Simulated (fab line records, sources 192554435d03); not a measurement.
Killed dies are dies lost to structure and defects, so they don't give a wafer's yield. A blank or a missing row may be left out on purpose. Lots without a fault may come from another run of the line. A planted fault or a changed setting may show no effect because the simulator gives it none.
Chamber matching | flow n5_finfet | N5_HKMG_FIN_CMP_23 on cmp-01: 4 sister chambers
The step polishes, stops on SiNx, t overpolish 10 s, target thk 46.326 nm. 14 wafers are shown with their chamber, then 7 later ones without.

WAFERS WITH THEIR CHAMBER
wafer  | chamber | motor_current_A (A) | overpolish_run_s (s) | time_to_endpoint_s (s)
L074.2 | 0       | 14.7                | 10.011               | 12.1
L074.3 | 2       | 12.9                | 10.009               | 9.4
L074.4 | 3       | 13.2                | 10.016               | 10.3
L077.2 | 2       | 13.2                | 9.994                | 9.7
L077.3 | 0       | 14.7                | 9.994                | 7.6
L077.4 | 1       | 10.7                | 9.997                | 12.6
L078.1 | 2       | 12.5                | 10.000               | 11.3
L078.4 | 3       | 13.9                | 10.013               | 10.2
L078.5 | 2       | 13.3                | 9.998                | 13.5
L082.1 | 3       | 13.5                | 9.999                | 12.6
L082.4 | 1       | 11.6                | 9.993                | 12.1
L082.6 | 2       | 12.4                | 9.992                | 12.5
L085.3 | 0       | 15.0                | 9.997                | 12.1
L085.5 | 3       | 13.3                | 10.010               | 11.7

SIGNATURES (means of the wafers above)
reading            | chamber 0 | chamber 1 | chamber 2 | chamber 3 | scatter within a chamber
motor_current_A    | 14.800    | 11.150    | 12.860    | 13.475    | 0.375
overpolish_run_s   | 10.00067  | 9.99500   | 9.99860   | 10.00950  | 0.00716
time_to_endpoint_s | 10.600    | 12.350    | 11.280    | 11.200    | 1.73
Rule: a wafer's distance from a chamber is the root of the sum, over the readings, of the square of ((its reading less the chamber's mean) divided by the reading's scatter). The wafer belongs to the nearest chamber; if the next one is less than 2 further off, it can't be placed. The scatter: the root of (the sum of the squares of (reading less its chamber's mean) over the shown wafers, divided by (wafers less chambers)).

WAFERS WITHOUT THEIR CHAMBER
wafer  | motor_current_A (A) | overpolish_run_s (s) | time_to_endpoint_s (s)
L085.6 | 14.8                | 9.996                | 10.7
L092.2 | 10.5                | 9.999                | 16.1
L092.4 | 14.6                | 10.000               | 13.8
L092.5 | 10.5                | 9.993                | 16.0
L097.3 | 13.3                | 9.994                | 13.1
L097.4 | 15.8                | 10.004               | 11.8
L097.6 | 14.6                | 10.007               | 8.3

WHICH CHAMBER EACH WENT THROUGH
wafer  | from the rows above     | in truth
L085.6 | 0                       | 0
L092.2 | 1                       | 1
L092.4 | can't be placed: 0 or 3 | 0
L092.5 | 1                       | 1
L097.3 | can't be placed: 2 or 3 | 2
L097.4 | 0                       | 0
L097.6 | can't be placed: 0 or 3 | 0
Placed correctly: 4 of 7. Can't be placed from these rows: 3 (the true chamber is among the candidates in 3). Placed wrongly: 0.
